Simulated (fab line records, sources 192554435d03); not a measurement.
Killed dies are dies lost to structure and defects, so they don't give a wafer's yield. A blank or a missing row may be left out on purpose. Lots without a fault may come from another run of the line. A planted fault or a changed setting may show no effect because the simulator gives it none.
Chamber matching | flow n5_finfet | N5_BEOL_M11_CURE_72 on uv_cure-03: 3 sister chambers
The step cures SiCOH lowk, time 120 s. 3 wafers are shown with their chamber, then 9 later ones without.

WAFERS WITH THEIR CHAMBER
wafer  | chamber | wafer_temp_C_max
L089.6 | 2       | 371.6
L088.6 | 0       | 371.7
L090.5 | 1       | 371.5

WAFERS WITHOUT THEIR CHAMBER
wafer  | wafer_temp_C_max
L094.2 | 371.4
L094.3 | 372.4
L094.4 | 371.9
L096.2 | 372.1
L096.3 | 373.1
L096.4 | 372.4
L095.2 | 372.0
L095.3 | 371.9
L095.5 | 372.4

WHICH CHAMBER EACH WENT THROUGH
wafer  | from the rows above          | in truth
L094.2 | can't be placed: 1 or 2 or 0 | 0
L094.3 | can't be placed: 0 or 2 or 1 | 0
L094.4 | can't be placed: 0 or 2 or 1 | 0
L096.2 | can't be placed: 0 or 2 or 1 | 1
L096.3 | can't be placed: 0 or 2 or 1 | 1
L096.4 | can't be placed: 0 or 2 or 1 | 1
L095.2 | can't be placed: 0 or 2 or 1 | 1
L095.3 | can't be placed: 0 or 2 or 1 | 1
L095.5 | can't be placed: 0 or 2 or 1 | 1
Placed correctly: 0 of 9. Can't be placed from these rows: 9 (the true chamber is among the candidates in 9). Placed wrongly: 0.
How it was worked out, from the rows above alone: a wafer's distance from a chamber is the root of the sum, over the readings, of the square of ((its reading less the chamber's mean) divided by the reading's scatter). The wafer belongs to the nearest chamber; if the next one is less than 2 further off, it can't be placed. A chamber's mean is the mean of its shown wafers. The scatter: with one shown wafer a chamber, the root of the mean of the squares of how far each hidden wafer lies from its nearest shown one.
